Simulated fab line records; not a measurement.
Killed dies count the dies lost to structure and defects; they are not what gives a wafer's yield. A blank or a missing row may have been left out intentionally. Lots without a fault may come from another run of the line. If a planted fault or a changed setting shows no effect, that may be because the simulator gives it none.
Split-lot trial ; flow n5-finfet ; on a route of 1938 steps: 7 lots, 21 wafers read

SPLIT DETAILS
At N5_PASSIVATION_PECVD_00 (deposits SiO2 from SiH4/N2O, target thk 200 nm, time 11.2 s), the setting time-s was moved away from the recipe's 11.2 s on 7 of the 21 wafers read, by -14.0% to +10.5%. This setting was run at the recipe's value on the other wafers.

The reading is taken at the split's own step.

THE READING
SiO2_of_PASSIVATION_PECVD_00.thk-nm (the simulator's own value, which no gauge read), in nm, at N5_PASSIVATION_PECVD_00 (deposits SiO2 from SiH4/N2O, target thk 200 nm, time 11.2 s). The file does not state a usual value for it. Across the 14 wafers here that went through the recipe, the average is 200.2 nm and the standard deviation 2 nm.

wafer;tool, chamber at the split;time-s as run, s;against the recipe;SiO2_of_PASSIVATION_PECVD_00.thk-nm, nm;against lot-mates on the recipe
L074.1;pecvd-01, 2;11.2;recipe;199.8;-
L074.4;pecvd-01, 0;9.779;-12.7%;177.8;-22.0
L074.5;pecvd-01, 2;9.779;-12.7%;174.4;-25.4
L080.2;pecvd-02, 1;10.46;-6.6%;186;-15.6
L080.3;pecvd-02, 2;11.2;recipe;201.4;-
L080.6;pecvd-02, 1;11.2;recipe;201.8;-
L088.1;pecvd-02, 1;11.2;recipe;198.6;-
L088.3;pecvd-02, 2;12.1;+8.0%;214.6;+13.4
L088.4;pecvd-02, 2;11.2;recipe;203.8;-
L089.2;pecvd-02, 0;11.2;recipe;199.4;-
L089.4;pecvd-02, 0;11.2;recipe;199.4;-
L089.5;pecvd-02, 2;12.38;+10.5%;227.4;+28.0
L091.1;pecvd-03, 0;11.2;recipe;199.8;-
L091.2;pecvd-03, 1;11.2;recipe;198;-
L091.4;pecvd-03, 1;11.2;recipe;203;-
L090.1;pecvd-02, 1;9.635;-14.0%;168.4;-27.4
L090.4;pecvd-02, 0;11.2;recipe;195.8;-
L090.6;pecvd-02, 2;9.635;-14.0%;172;-23.8
L095.2;pecvd-01, 2;11.2;recipe;200.6;-
L095.4;pecvd-01, 0;11.2;recipe;199.6;-
L095.5;pecvd-01, 0;11.2;recipe;201.4;-

THE FIT
A straight line over all 21 wafers: SiO2_of_PASSIVATION_PECVD_00.thk-nm changes by +2.1 nm for each +1% of time-s; r = +0.99; the points scatter about the line by 2.4 nm.
The same after taking each lot's own level away (the mean of its wafers on the recipe; 21 wafers): +1.97 nm for each +1%; r = +0.98; scatter 2.4 nm.
That fit puts the effect of the largest move of time-s on the reading at 28 nm.
Measured against the standard deviation above, the lots' own levels, which go from 195.80 to 201.60 nm, span 2.9 times it.
The two slopes agree, so the slope changes little with the lot-to-lot level.
Check: for one of the wafers moved furthest among these (-14.0%), held out of the fit, the line's prediction against its lot-mates is -27.1 nm. Against them it came out at -27.4 nm.

OTHER SPLITS APPLIED TO THESE WAFERS
Other splits were also applied to these wafers ahead of the reading. Each is held against what the fit with the lots' levels taken away leaves over:
other split on the same wafers;wafers away from the commonest value;r with SiO2_of_PASSIVATION_PECVD_00.thk-nm (lot level and that fit taken away)
N5_BEOL_M11_DESCUM_16 time-s;9;+0.20
N5_BEOL_M12_SPUTTER_43 power-w;4;+0.19
N5_BEOL_M13_ETCH_67 bias-w;7;-0.09
N5_BEOL_M14_SPUTTER_43 time-s;9;+0.09
N5_BEOL_M14_DEP_53 time-s;6;-0.18

THE FILE'S OWN FIT
SiO2_of_PASSIVATION_PECVD_00.thk-nm changes by +2.02 nm for each +1% of time-s, r = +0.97.
